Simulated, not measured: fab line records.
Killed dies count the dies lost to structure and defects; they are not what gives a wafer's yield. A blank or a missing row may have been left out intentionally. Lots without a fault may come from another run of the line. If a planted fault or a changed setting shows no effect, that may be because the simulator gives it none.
fab line records / flow nand-harc
record: lots: 7 wafers: 21 last-day: 32
route steps=1302 shown A_DECK1_JOINT@533 A_ONON_D2@545
lots with no fault: from the same line, run without faults
start-h: hours from the record's opening day to when the first of the lot's shown wafers began / wait-h: how many hours have passed since the lot's step before this one / " same as the row above / L1.1+2: a row that stands for several wafers / - either no value or no given start / * or withheld: withheld / < > ~ a bound
route shown NAME@n: names a module that has steps shown in the file, with the first one's number in the route / usual: the fault-free wafers' mean and standard deviation / same: alike in all rows / chamber/n: place in a boat / sites: per-site readings / _std_site: standard deviation of those values / _edge_site: mean of outer sites minus mean of inner sites / radius-mm: for every site, how far away it sits from the centre of the wafer / mask NAME#n: copy n / behind: the most recent tool/chamber to have shaped the wafer / hold: why the lot went on hold/how many hours it stayed there/how the hold came to an end / device: the n, p or np transistor that did not switch / end of line: the route-end tests of the same wafers / a step with no rows: only its recipe / killed: dies that structure and defects cost at the first sort, which is not the same as the wafer's yield / map: a wafer's dies, x killed, . not, _ none there
set.NAME: the run value of the setting; set.NAME@STEP: its run value at that earlier step / model.NAME: the simulator's own value behind a step, which no gauge read
lots at selected steps of the route; one table per step, one row per wafer
services: when a tool's chamber went out of use (start-h, in hours from the record's first day, below 0 if earlier), for how many hours, and the reason
== steps ==
step: NHARC_A_DECK1_JOINT_CVD_34
recipe: target-thk-a: 200 temp-c: 700 pressure-mtorr: 300 material: SiNx
step: NHARC_A_DECK1_JOINT_DEP_06
recipe: target-thk-a: 800 temp-c: 65 material: SiOx
step: NHARC_A_DECK1_JOINT_CURE_26
recipe: temp-c: 150 time-s: 32 pressure-atm: 0.395
step: NHARC_A_DECK1_JOINT_ANNEAL_27
recipe: temp-c: 400 time-s: 3600 idle-temp-c: 300 ramp-up-c-per-min: 10 densification-p-h2o-torr: 640
step: NHARC_A_DECK1_JOINT_ANNEAL_28
recipe: temp-c: 500 time-s: 1800 idle-temp-c: 400 ramp-up-c-per-min: 10 densification-p-h2o-torr: 640
step: NHARC_A_DECK1_JOINT_ANNEAL_29
recipe: temp-c: 750 time-s: 1800 idle-temp-c: 500 ramp-up-c-per-min: 10 ramp-down-c-per-min: 3
step: NHARC_A_DECK1_JOINT_CMP_02
recipe: material: SiOx
usual: motor-current-A: 12.3/1 slurry-filter-dp-kPa: 13.51/0.14
lot.wafer=L432.2 tool=cmp-02 chamber=3 start-h=284.09 wait-h=0.4 motor-current-A=11.4 slurry-filter-dp-kPa=13.63
lot.wafer=L432.3 tool=cmp-02 chamber=1 start-h=284.09 wait-h=0.4 motor-current-A=13.0 slurry-filter-dp-kPa=13.72
lot.wafer=L432.6 tool=cmp-02 chamber=0 start-h=284.09 wait-h=0.4 motor-current-A=13.9 slurry-filter-dp-kPa=13.49
lot.wafer=L440.3 tool=cmp-03 chamber=1 start-h=363.18 wait-h=0.4 motor-current-A=10.6 slurry-filter-dp-kPa=13.35
lot.wafer=L440.4 tool=cmp-03 chamber=0 start-h=363.18 wait-h=0.4 motor-current-A=11.9 slurry-filter-dp-kPa=13.29
lot.wafer=L440.5 tool=cmp-03 chamber=1 start-h=363.18 wait-h=0.4 motor-current-A=11.0 slurry-filter-dp-kPa=13.74
lot.wafer=L441.2 tool=cmp-03 chamber=0 start-h=388.10 wait-h=0.4 motor-current-A=12.1 slurry-filter-dp-kPa=13.39
lot.wafer=L441.4 tool=cmp-03 chamber=1 start-h=388.10 wait-h=0.4 motor-current-A=10.2 slurry-filter-dp-kPa=13.71
lot.wafer=L441.3 tool=cmp-03 chamber=2 start-h=388.10 wait-h=0.4 motor-current-A=11.6 slurry-filter-dp-kPa=13.52
lot.wafer=L442.4 tool=cmp-02 chamber=3 start-h=388.88 wait-h=0.4 motor-current-A=11.4 slurry-filter-dp-kPa=13.52
lot.wafer=L442.1 tool=cmp-02 chamber=0 start-h=388.88 wait-h=0.4 motor-current-A=13.9 slurry-filter-dp-kPa=13.13
lot.wafer=L442.2 tool=cmp-02 chamber=1 start-h=388.88 wait-h=0.4 motor-current-A=12.6 slurry-filter-dp-kPa=13.77
lot.wafer=L445.2 tool=cmp-02 chamber=3 start-h=420.81 wait-h=0.4 motor-current-A=11.9 slurry-filter-dp-kPa=13.64
lot.wafer=L445.4 tool=cmp-02 chamber=0 start-h=420.81 wait-h=0.4 motor-current-A=14.1 slurry-filter-dp-kPa=13.47
lot.wafer=L445.5 tool=cmp-02 chamber=3 start-h=420.81 wait-h=0.4 motor-current-A=12.0 slurry-filter-dp-kPa=13.35
lot.wafer=L447.1 tool=cmp-03 chamber=2 start-h=430.95 wait-h=0.4 motor-current-A=12.2 slurry-filter-dp-kPa=13.69
lot.wafer=L447.5 tool=cmp-03 chamber=3 start-h=430.95 wait-h=0.4 motor-current-A=12.1 slurry-filter-dp-kPa=13.55
lot.wafer=L447.6 tool=cmp-03 chamber=0 start-h=430.95 wait-h=0.4 motor-current-A=11.8 slurry-filter-dp-kPa=13.49
lot.wafer=L450.1 tool=cmp-03 chamber=2 start-h=466.76 wait-h=0.4 motor-current-A=12.0 slurry-filter-dp-kPa=13.70
lot.wafer=L450.3 tool=cmp-03 chamber=0 start-h=466.76 wait-h=0.4 motor-current-A=11.9 slurry-filter-dp-kPa=13.44
lot.wafer=L450.6 tool=cmp-03 chamber=3 start-h=466.76 wait-h=0.4 motor-current-A=11.6 slurry-filter-dp-kPa=13.37
step: NHARC_A_DECK1_JOINT_SRD_15
step: NHARC_A_DECK1_JOINT_DEP_16
recipe: target-thk-a: 450 temp-c: 400 pressure-torr: 6.5 rf-w: 900 teos-flow-sccm: 161.4 flow-sccm: 2650 target-thk-nm: 45 gas: O2 material: SiO2
usual: flow-sccm: 2650/7.5 heater-power-w: 607/77 rf-fwd-power-W: 895/3.4 throttle-valve-pct: 16.1/0.46
lot.wafer=L432.2 tool=pecvd-04 chamber=2 start-h=284.48 wait-h=0.1 flow-sccm=2651 heater-power-w=639 rf-fwd-power-W=894 throttle-valve-pct=15.6
lot.wafer=L432.3 tool=pecvd-04 chamber=0 start-h=284.48 wait-h=0.1 flow-sccm=2648 heater-power-w=540 rf-fwd-power-W=894 throttle-valve-pct=16.1
lot.wafer=L432.6 tool=pecvd-04 chamber=0 start-h=284.48 wait-h=0.1 flow-sccm=2642 heater-power-w=541 rf-fwd-power-W=895 throttle-valve-pct=15.9
lot.wafer=L440.3 tool=pecvd-04 chamber=0 start-h=363.60 wait-h=0.1 flow-sccm=2656 heater-power-w=629 rf-fwd-power-W=899 throttle-valve-pct=16.6
lot.wafer=L440.5 tool=pecvd-04 chamber=2 start-h=363.60 wait-h=0.1 flow-sccm=2653 heater-power-w=714 rf-fwd-power-W=890 throttle-valve-pct=15.8
lot.wafer=L440.4 tool=pecvd-04 chamber=0 start-h=363.60 wait-h=0.1 flow-sccm=2654 heater-power-w=644 rf-fwd-power-W=893 throttle-valve-pct=16.4
lot.wafer=L441.2 tool=pecvd-02 chamber=1 start-h=388.83 wait-h=0.4 flow-sccm=2646 heater-power-w=556 rf-fwd-power-W=890 throttle-valve-pct=16.7
lot.wafer=L441.3 tool=pecvd-02 chamber=0 start-h=388.83 wait-h=0.4 flow-sccm=2640 heater-power-w=509 rf-fwd-power-W=899 throttle-valve-pct=16.0
lot.wafer=L441.4 tool=pecvd-02 chamber=0 start-h=388.83 wait-h=0.4 flow-sccm=2641 heater-power-w=498 rf-fwd-power-W=902 throttle-valve-pct=15.9
lot.wafer=L442.2 tool=pecvd-04 chamber=0 start-h=389.27 wait-h=0.1 flow-sccm=2654 heater-power-w=645 rf-fwd-power-W=895 throttle-valve-pct=16.4
lot.wafer=L442.1 tool=pecvd-04 chamber=1 start-h=389.27 wait-h=0.1 flow-sccm=2651 heater-power-w=682 rf-fwd-power-W=899 throttle-valve-pct=16.6
lot.wafer=L442.4 tool=pecvd-04 chamber=0 start-h=389.27 wait-h=0.1 flow-sccm=2656 heater-power-w=495 rf-fwd-power-W=899 throttle-valve-pct=16.5
lot.wafer=L445.2 tool=pecvd-03 chamber=1 start-h=421.20 wait-h=0.1 flow-sccm=2644 heater-power-w=538 rf-fwd-power-W=899 throttle-valve-pct=16.0
lot.wafer=L445.5 tool=pecvd-03 chamber=1 start-h=421.20 wait-h=0.1 flow-sccm=2647 heater-power-w=542 rf-fwd-power-W=899 throttle-valve-pct=15.9
lot.wafer=L445.4 tool=pecvd-03 chamber=2 start-h=421.20 wait-h=0.1 flow-sccm=2648 heater-power-w=494 rf-fwd-power-W=894 throttle-valve-pct=15.2
lot.wafer=L447.1 tool=pecvd-02 chamber=2 start-h=431.29 wait-h=0.1 flow-sccm=2664 heater-power-w=641 rf-fwd-power-W=901 throttle-valve-pct=16.4
lot.wafer=L447.5 tool=pecvd-02 chamber=0 start-h=431.29 wait-h=0.1 flow-sccm=2649 heater-power-w=636 rf-fwd-power-W=895 throttle-valve-pct=16.2
lot.wafer=L447.6 tool=pecvd-02 chamber=1 start-h=431.29 wait-h=0.1 flow-sccm=2652 heater-power-w=564 rf-fwd-power-W=891 throttle-valve-pct=17.0
lot.wafer=L450.1 tool=pecvd-04 chamber=0 start-h=467.18 wait-h=0.1 flow-sccm=2663 heater-power-w=611 rf-fwd-power-W=893 throttle-valve-pct=16.5
lot.wafer=L450.3 tool=pecvd-04 chamber=1 start-h=467.18 wait-h=0.1 flow-sccm=2663 heater-power-w=729 rf-fwd-power-W=902 throttle-valve-pct=16.1
lot.wafer=L450.6 tool=pecvd-04 chamber=0 start-h=467.18 wait-h=0.1 flow-sccm=2637 heater-power-w=636 rf-fwd-power-W=897 throttle-valve-pct=16.5
step: NHARC_A_DECK1_JOINT_THK_MEAS_17
recipe: thk-meas-gauge: ellipsometry
usual: thk-nm: 44.7/1.2
lot.wafer=L432.2 tool=film-metro-01 chamber=- start-h=284.76 wait-h=0.3 thk-nm=44.5
lot.wafer=L432.3 tool=film-metro-01 chamber=- start-h=284.76 wait-h=0.3 thk-nm=45.1
lot.wafer=L432.6 tool=film-metro-01 chamber=- start-h=284.76 wait-h=0.3 thk-nm=44.4
lot.wafer=L440.3 tool=film-metro-02 chamber=- start-h=363.85 wait-h=0.2 thk-nm=44.1
lot.wafer=L440.4 tool=film-metro-02 chamber=- start-h=363.85 wait-h=0.2 thk-nm=46.0
lot.wafer=L440.5 tool=film-metro-02 chamber=- start-h=363.85 wait-h=0.2 thk-nm=45.6
lot.wafer=L441.2 tool=film-metro-02 chamber=- start-h=389.11 wait-h=0.3 thk-nm=43.9
lot.wafer=L441.3 tool=film-metro-02 chamber=- start-h=389.11 wait-h=0.3 thk-nm=44.8
lot.wafer=L441.4 tool=film-metro-02 chamber=- start-h=389.11 wait-h=0.3 thk-nm=45.6
lot.wafer=L442.1 tool=film-metro-02 chamber=- start-h=389.63 wait-h=0.3 thk-nm=43.5
lot.wafer=L442.2 tool=film-metro-02 chamber=- start-h=389.63 wait-h=0.3 thk-nm=46.1
lot.wafer=L442.4 tool=film-metro-02 chamber=- start-h=389.63 wait-h=0.3 thk-nm=45.1
lot.wafer=L445.2 tool=film-metro-02 chamber=- start-h=421.49 wait-h=0.3 thk-nm=44.4
lot.wafer=L445.4 tool=film-metro-02 chamber=- start-h=421.49 wait-h=0.3 thk-nm=43.0
lot.wafer=L445.5 tool=film-metro-02 chamber=- start-h=421.49 wait-h=0.3 thk-nm=44.1
lot.wafer=L447.1 tool=film-metro-02 chamber=- start-h=431.60 wait-h=0.3 thk-nm=45.8
lot.wafer=L447.5 tool=film-metro-02 chamber=- start-h=431.60 wait-h=0.3 thk-nm=46.2
lot.wafer=L447.6 tool=film-metro-02 chamber=- start-h=431.60 wait-h=0.3 thk-nm=44.6
lot.wafer=L450.1 tool=film-metro-02 chamber=- start-h=467.43 wait-h=0.2 thk-nm=44.3
lot.wafer=L450.3 tool=film-metro-02 chamber=- start-h=467.43 wait-h=0.2 thk-nm=44.6
lot.wafer=L450.6 tool=film-metro-02 chamber=- start-h=467.43 wait-h=0.2 thk-nm=44.9
step: NHARC_A_DECK1_JOINT_INSPECT_05
usual: raw-defect-count: 339/130
lot.wafer=L432.2 tool=defect-inspect-01 chamber=- start-h=284.80 wait-h=0.0 raw-defect-count=393
lot.wafer=L432.3 tool=defect-inspect-01 chamber=- start-h=284.80 wait-h=0.0 raw-defect-count=353
lot.wafer=L432.6 tool=defect-inspect-01 chamber=- start-h=284.80 wait-h=0.0 raw-defect-count=335
lot.wafer=L440.3 tool=defect-inspect-02 chamber=- start-h=363.89 wait-h=0.0 raw-defect-count=499
lot.wafer=L440.4 tool=defect-inspect-02 chamber=- start-h=363.89 wait-h=0.0 raw-defect-count=297
lot.wafer=L440.5 tool=defect-inspect-02 chamber=- start-h=363.89 wait-h=0.0 raw-defect-count=410
lot.wafer=L441.2 tool=defect-inspect-01 chamber=- start-h=389.14 wait-h=0.0 raw-defect-count=308
lot.wafer=L441.3 tool=defect-inspect-01 chamber=- start-h=389.14 wait-h=0.0 raw-defect-count=283
lot.wafer=L441.4 tool=defect-inspect-01 chamber=- start-h=389.14 wait-h=0.0 raw-defect-count=242
lot.wafer=L442.1 tool=defect-inspect-01 chamber=- start-h=389.67 wait-h=0.0 raw-defect-count=208
lot.wafer=L442.2 tool=defect-inspect-01 chamber=- start-h=389.67 wait-h=0.0 raw-defect-count=208
lot.wafer=L442.4 tool=defect-inspect-01 chamber=- start-h=389.67 wait-h=0.0 raw-defect-count=241
lot.wafer=L445.2 tool=defect-inspect-01 chamber=- start-h=421.52 wait-h=0.0 raw-defect-count=209
lot.wafer=L445.4 tool=defect-inspect-01 chamber=- start-h=421.52 wait-h=0.0 raw-defect-count=229
lot.wafer=L445.5 tool=defect-inspect-01 chamber=- start-h=421.52 wait-h=0.0 raw-defect-count=231
lot.wafer=L447.1 tool=defect-inspect-01 chamber=- start-h=431.64 wait-h=0.0 raw-defect-count=185
lot.wafer=L447.5 tool=defect-inspect-01 chamber=- start-h=431.64 wait-h=0.0 raw-defect-count=304
lot.wafer=L447.6 tool=defect-inspect-01 chamber=- start-h=431.64 wait-h=0.0 raw-defect-count=288
lot.wafer=L450.1 tool=defect-inspect-02 chamber=- start-h=467.46 wait-h=0.0 raw-defect-count=477
lot.wafer=L450.3 tool=defect-inspect-02 chamber=- start-h=467.46 wait-h=0.0 raw-defect-count=211
lot.wafer=L450.6 tool=defect-inspect-02 chamber=- start-h=467.46 wait-h=0.0 raw-defect-count=261
step: NHARC_A_ONON_D2_DEP_00
recipe: target-thk-a: 10000 n2-flow-sccm: 2750 n2o-flow-sccm: 2000 nh3-flow-sccm: 500 sih4-flow-sccm: 210 temp-c: 400
lot.wafer=L432.2+3+6 tool=pecvd-onon-02 chamber=0 start-h=284.92 wait-h=0.1
lot.wafer=L440.3+4+5 tool=pecvd-onon-03 chamber=0 start-h=364.07 wait-h=0.2
lot.wafer=L441.2+3+4 tool=pecvd-onon-03 chamber=0 start-h=389.27 wait-h=0.1
lot.wafer=L442.1+2+4 tool=pecvd-onon-03 chamber=0 start-h=389.74 wait-h=0.1
lot.wafer=L445.2+4+5 tool=pecvd-onon-01 chamber=0 start-h=421.80 wait-h=0.3
lot.wafer=L447.1+5+6 tool=pecvd-onon-02 chamber=0 start-h=431.70 wait-h=0.1
lot.wafer=L450.1+3+6 tool=pecvd-onon-03 chamber=0 start-h=467.53 wait-h=0.1
step: NHARC_A_ONON_D2_THK_MEAS_02
recipe: thk-meas-gauge: ellipsometry
usual: thk-nm: 1003/7.7
lot.wafer=L432.2 tool=film-metro-02 chamber=- start-h=285.37 wait-h=- hold=- thk-nm=995
lot.wafer=L432.3 tool=film-metro-02 chamber=- start-h=285.37 wait-h=- hold=- thk-nm=997
lot.wafer=L432.6 tool=film-metro-02 chamber=- start-h=285.37 wait-h=- hold=- thk-nm=996
lot.wafer=L440.3 tool=film-metro-02 chamber=- start-h=364.47 wait-h=- hold=await-dispo/0.2h/release thk-nm=999
lot.wafer=L440.4 tool=film-metro-02 chamber=- start-h=364.47 wait-h=- hold=await-dispo/0.2h/release thk-nm=878
lot.wafer=L440.5 tool=film-metro-02 chamber=- start-h=364.47 wait-h=- hold=await-dispo/0.2h/release thk-nm=1001
lot.wafer=L440.3 tool=film-metro-02 chamber=- start-h=364.64 wait-h=0.2 hold=- thk-nm=1001
lot.wafer=L440.4 tool=film-metro-02 chamber=- start-h=364.64 wait-h=0.2 hold=- thk-nm=878
lot.wafer=L440.5 tool=film-metro-02 chamber=- start-h=364.64 wait-h=0.2 hold=- thk-nm=1000
lot.wafer=L441.2 tool=film-metro-02 chamber=- start-h=389.72 wait-h=- hold=await-dispo/0.2h/release thk-nm=884
lot.wafer=L441.3 tool=film-metro-02 chamber=- start-h=389.72 wait-h=- hold=await-dispo/0.2h/release thk-nm=1003
lot.wafer=L441.4 tool=film-metro-02 chamber=- start-h=389.72 wait-h=- hold=await-dispo/0.2h/release thk-nm=883
lot.wafer=L441.2 tool=film-metro-02 chamber=- start-h=389.89 wait-h=0.2 hold=- thk-nm=885
lot.wafer=L441.3 tool=film-metro-02 chamber=- start-h=389.89 wait-h=0.2 hold=- thk-nm=1007
lot.wafer=L441.4 tool=film-metro-02 chamber=- start-h=389.89 wait-h=0.2 hold=- thk-nm=883
lot.wafer=L442.1 tool=film-metro-02 chamber=- start-h=390.24 wait-h=- hold=await-dispo/0.2h/release thk-nm=1011
lot.wafer=L442.2 tool=film-metro-02 chamber=- start-h=390.24 wait-h=- hold=await-dispo/0.2h/release thk-nm=889
lot.wafer=L442.4 tool=film-metro-02 chamber=- start-h=390.24 wait-h=- hold=await-dispo/0.2h/release thk-nm=891
lot.wafer=L442.1 tool=film-metro-02 chamber=- start-h=390.42 wait-h=0.2 hold=- thk-nm=1010
lot.wafer=L442.2 tool=film-metro-02 chamber=- start-h=390.42 wait-h=0.2 hold=- thk-nm=889
lot.wafer=L442.4 tool=film-metro-02 chamber=- start-h=390.42 wait-h=0.2 hold=- thk-nm=888
lot.wafer=L445.2 tool=film-metro-02 chamber=- start-h=422.25 wait-h=- hold=- thk-nm=1002
lot.wafer=L445.4 tool=film-metro-02 chamber=- start-h=422.25 wait-h=- hold=- thk-nm=1004
lot.wafer=L445.5 tool=film-metro-02 chamber=- start-h=422.25 wait-h=- hold=- thk-nm=1002
lot.wafer=L447.1 tool=film-metro-02 chamber=- start-h=432.21 wait-h=- hold=- thk-nm=1008
lot.wafer=L447.5 tool=film-metro-02 chamber=- start-h=432.21 wait-h=- hold=- thk-nm=1009
lot.wafer=L447.6 tool=film-metro-02 chamber=- start-h=432.21 wait-h=- hold=- thk-nm=1010
lot.wafer=L450.1 tool=film-metro-02 chamber=- start-h=468.03 wait-h=- hold=- thk-nm=994
lot.wafer=L450.3 tool=film-metro-02 chamber=- start-h=468.03 wait-h=- hold=- thk-nm=994
lot.wafer=L450.6 tool=film-metro-02 chamber=- start-h=468.03 wait-h=- hold=- thk-nm=994
== services ==
tool=cmp-03 chamber=- start-h=260.20 hours=4.0 kind=pm
tool=pecvd-03 chamber=1 start-h=265.18 hours=16.2 kind=repair
tool=pecvd-onon-01 chamber=- start-h=269.02 hours=13.0 kind=pm
tool=pecvd-04 chamber=- start-h=269.39 hours=13.0 kind=pm
tool=cmp-03 chamber=- start-h=286.58 hours=0.6 kind=repair
tool=cmp-03 chamber=- start-h=305.84 hours=1.0 kind=repair
tool=pecvd-03 chamber=2 start-h=310.97 hours=12.1 kind=repair
tool=cmp-02 chamber=- start-h=314.84 hours=2.2 kind=repair
tool=cmp-02 chamber=- start-h=328.39 hours=2.6 kind=repair
tool=cmp-03 chamber=- start-h=358.20 hours=4.0 kind=pm
tool=pecvd-onon-02 chamber=- start-h=366.43 hours=13.0 kind=pm
tool=pecvd-04 chamber=2 start-h=385.57 hours=4.8 kind=repair
tool=pecvd-02 chamber=2 start-h=390.50 hours=13.8 kind=repair
tool=pecvd-onon-03 chamber=- start-h=408.00 hours=13.0 kind=pm
tool=pecvd-02 chamber=- start-h=408.15 hours=13.0 kind=pm
tool=cmp-02 chamber=- start-h=424.06 hours=0.3 kind=repair
tool=cmp-02 chamber=- start-h=428.94 hours=4.0 kind=pm
tool=cmp-03 chamber=- start-h=435.26 hours=1.6 kind=repair
tool=pecvd-04 chamber=- start-h=450.39 hours=13.0 kind=pm
tool=cmp-02 chamber=- start-h=450.74 hours=0.7 kind=repair
tool=cmp-02 chamber=- start-h=453.04 hours=1.2 kind=repair
tool=cmp-03 chamber=- start-h=456.20 hours=4.0 kind=pm
tool=pecvd-04 chamber=- start-h=463.51 hours=1.0 kind=repair
tool=cmp-02 chamber=- start-h=466.54 hours=4.7 kind=repair
== key ==
first-sign: step: NHARC_A_ONON_D2_THK_MEAS_02 reading: visit direction: added
effect: step: NHARC_A_ONON_D2_THK_MEAS_02 reading: thk-nm direction: down sigmas: 15 usual: 1003 struck: 885
met-at NHARC_A_ONON_D2_DEP_00
struck-wafers L440.4,L441.2,L441.4,L442.2,L442.4
later-rows-left-out L440.4,L441.2,L441.4,L442.2,L442.4
sort-left-out L440.4,L441.2,L441.4,L442.2,L442.4
tester-left-out L440,L441,L442
fault: kind: process-parameter-drift tool: pecvd-onon-03 chamber: - onset-h: 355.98 steps: NHARC_A_ONON_D2_DEP_00 channel: target-thk-a offset: * shape: step end-h: 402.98 scope: struck-wafers-only acts-in: * stated: *
tester-left-out: of these lots the tester's yield and bins aren't shown, on N5 and GAA mostly nor the transistor test; their killed dies are dies lost to structure and defects alone, not to doping, threshold or leakage, so they don't give the yield
sort-left-out: the simulated sort isn't trusted on such a fault, so these wafers' sort isn't shown, and their yield isn't known
later-rows-left-out: the simulator's readings of these wafers behind a module that went badly wrong aren't trusted and aren't shown, but for the sort
